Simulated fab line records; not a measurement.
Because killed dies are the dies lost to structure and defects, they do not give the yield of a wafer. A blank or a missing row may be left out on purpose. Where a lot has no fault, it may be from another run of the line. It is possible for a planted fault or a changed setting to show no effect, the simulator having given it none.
Chamber matching ; flow n5-finfet ; 4 sister chambers for N5_BEOL_M8_CMP_52 on cmp-01
The step polishes, stops on SiCOH lowk, t overpolish 6.9 s, target thk 80 nm. 14 wafers are shown with their chamber, then 7 later ones without.

## EACH WAFER AND ITS CHAMBER
wafer;chamber;motor-current-A (A);time-to-endpoint-s (s);barrier-field-endpoint-s (s)
L659.1;0;6.8;67;28.7
L659.4;1;5.3;58;27.8
L659.6;2;5.3;56;27.3
L661.2;1;5.4;54;27.7
L661.4;2;5.5;61;29.3
L661.6;0;6.5;68;30.5
L664.1;1;5.5;55;27.3
L664.2;3;6.1;67;28.8
L664.5;0;7.0;68;29.3
L666.2;1;5.7;55;27.4
L666.4;3;6.5;63;28.8
L666.6;1;5.3;57;28.3
L668.1;1;5.6;53;28.0
L668.2;0;7.0;65;29.3

SIGNATURES (averages over the wafers above)
reading;chamber 0;chamber 1;chamber 2;chamber 3;scatter within a chamber
motor-current-A;6.825;5.467;5.400;6.300;0.2
time-to-endpoint-s;67.00;55.33;58.50;65.00;2.09
barrier-field-endpoint-s;29.450;27.750;28.300;28.800;0.664
Rule: a wafer's distance from a chamber is the root of the sum, over the readings, of the square of ((its reading less the chamber's mean) divided by the reading's scatter). If the next closest chamber is less than 2 further off than the closest, the wafer can't be placed; otherwise it belongs to the closest. The scatter: take each reading less its chamber's mean, square it, sum over the shown wafers, divide by the number of wafers less the number of chambers, and take the root.

## WAFERS WHOSE CHAMBER IS MISSING
wafer;motor-current-A (A);time-to-endpoint-s (s);barrier-field-endpoint-s (s)
L668.3;5.4;58;28.6
L667.1;5.3;57;27.7
L667.2;6.9;68;29.4
L667.3;6.4;63;28.7
L671.3;5.2;56;27.6
L671.4;5.6;61;28.1
L671.6;5.4;62;28.2

## WHICH CHAMBER EACH ONE RAN IN
wafer;from the rows above;in truth
L668.3;can't be placed: 2 or 1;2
L667.1;can't be placed: 1 or 2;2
L667.2;0;0
L667.3;can't be placed: 3 or 0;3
L671.3;can't be placed: 1 or 2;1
L671.4;can't be placed: 2 or 1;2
L671.6;can't be placed: 2 or 1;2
Correct placement for 1 of the 7. These rows do not allow placing 6 (true chamber among the candidates in 6). Number placed wrongly: 0.
